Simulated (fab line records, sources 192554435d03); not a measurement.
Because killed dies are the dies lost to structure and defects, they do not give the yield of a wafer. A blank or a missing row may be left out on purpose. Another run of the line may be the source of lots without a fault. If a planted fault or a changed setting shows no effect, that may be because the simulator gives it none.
A struck lot beside a sound one    flow n5Finfet    36 out of 1938 route steps
Sound: the wafers L348.2, L348.5, L348.6. Struck: wafer L341.3. (L341.1, L341.2 of the same lot were not struck and are left out.) The cause comes at the end.
At each step with rows: each side's tool, then ch and its chambers, then its first start. Under that, the readings that differ: sound wafers    struck wafers    difference of the means    sigmas: that difference in standard deviations of wafers without a fault.
alike: a reading whose means differ by less than 2 such deviations, as well as words and numbers matching on both sides. not compared: withheld readings; readings where some wafer has no value; bounds like >300 that might hide an equal value; numbers whose values overlap and for which the record gives no deviation.
Wherever a step has rows on one side only, a row that says differs or no value, or a row with sigmas, the two part there. Numbers that have no deviation but don't overlap get no sigmas and don't part them. A reading that every wafer of one side lacks parts them only if that side has two wafers or more.

first, 9 steps without rows for these wafers: N5_BEOL_M4_ANNEAL_95 (time 240 s); N5_BEOL_M4_SPUTTER_96 (material Cu, target thk 4.5 nm, time 8.29 s); N5_BEOL_M4_ECD_50 (material Cu, target thk 300 nm); N5_BEOL_M4_ANNEAL_51 (time 90 s); N5_BEOL_M4_CMP_52 (polishes, stops on SiOC, t overpolish 6.8 s, target thk 40 nm); N5_BEOL_M4_PRE_CLEAN_60 (time 15 s); N5_BEOL_M4_CO_CAP_55 (material Co, precursor CCTBA/H2, target thk 2 nm, time 102.1 s); N5_BEOL_M4_PRE_CLEAN_56 (time 15 s); N5_BEOL_M4_DEP_57 (deposits SiCN from 3MS/NH3, target thk 8 nm, time 14 s).
N5_BEOL_M4_RC_MEAS_101:
  sound on prober-01 ch 0, day 11 18:29; struck on prober-01 ch 0, day 9 20:26
  alike: DIBL_N, DIBL_P, IOFF_N, IOFF_P, ION_N, ION_P, SS_N, SS_P, VT_N, VT_P
then, 24 steps without rows for these wafers: N5_BEOL_M5_ILD_DEP_00 (deposits SiCOH lowk from DEMS/porogen, target thk 140.64 nm, time 25.9 s); N5_BEOL_M5_CURE_79 (cures SiCOH lowk, time 240 s); N5_BEOL_M5_PECVD_70 (deposits SiO2 from TEOS/O2, target thk 16 nm, time 18 s); N5_BEOL_M5_HM_DEP_02 (deposits TiN, target thk 20 nm); N5_BEOL_M5_COAT_59 (time 60 s, resist thk 60 nm); N5_BEOL_M5_COAT_60 (time 60 s, resist thk 12 nm); N5_BEOL_M5_COAT_71 (time 60 s, resist thk 5 nm); N5_BEOL_M5_COAT_05 (resist thk 30 nm); N5_BEOL_M5_EBR_07; N5_BEOL_M5_SOFTBAKE_06 (time 60 s); N5_BEOL_M5_EXPOSE_08 (exposes mask M5, target cd 28 nm); N5_BEOL_M5_PEB_09 (peb time 60 s); N5_BEOL_M5_DEVELOP_10 (develop time 30 s); N5_BEOL_M5_DESCUM_16 (chemistry O2, time 7 s); N5_BEOL_M5_ETCH_72 (etches underlayer in N2/H2, target depth 6.5 nm, time 5.2 s); N5_BEOL_M5_ETCH_61 (etches SiARC in CF4, target depth 15.6 nm, time 26 s); N5_BEOL_M5_ETCH_62 (etches SOC in N2/H2, target depth 75 nm, overetch 15 nm, time 112.5 s); N5_BEOL_M5_STRIP_63 (strips in N2/H2); N5_BEOL_M5_STRIP_73 (strips in N2/H2); N5_BEOL_M5_STRIP_64 (strips in CF4); N5_BEOL_M5_HM_OPEN_17 (chemistry Cl2/BCl3, target TiN, target depth 20 nm, overetch 6 nm); N5_BEOL_M5_STRIP_19 (strips in O2); N5_BEOL_M5_COAT_65 (time 60 s, resist thk 60 nm); N5_BEOL_M5_COAT_66 (time 60 s, resist thk 12 nm).
-- here the record skips 4 days between the struck wafers' starts before and after, leaving off in module BEOL_M5 and picking up in module MIM_TOP_ETCH (first step shown: number 1853 of the route) --
N5_MIM_TOP_ETCH_PECVD_03: deposits SiNx from SiH4/NH3/N2, target thk 20 nm, time 17.6 s.
  sound on pecvd-03 ch 0,1,2, day 15 11:32; struck on pecvd-01 ch 2, day 13 20:17
reading                                         sound           struck  difference  sigmas
throttleValvePct (%)                            39.7 39.5 41.5  37.1    -3.1        -2
model.SiNx_of_MIM_TOP_ETCH_PECVD_03.thkNm (nm)  20.2 20.6 20.8  26.2    +5.7        
  alike: heaterPowerW, showerheadPlenumPTorr
N5_PASSIVATION_PROBE_49:
  the record has rows for the struck wafers here (prober-01, day 14 06:01) and none for the sound ones

WHERE THEY PART
First at N5_MIM_TOP_ETCH_PECVD_03; last, within this record, at N5_PASSIVATION_PROBE_49.

WHY: whatever the simulator had introduced
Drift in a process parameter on pecvd-01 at N5_MIM_TOP_ETCH_PECVD_03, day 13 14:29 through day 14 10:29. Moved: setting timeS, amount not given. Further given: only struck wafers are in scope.
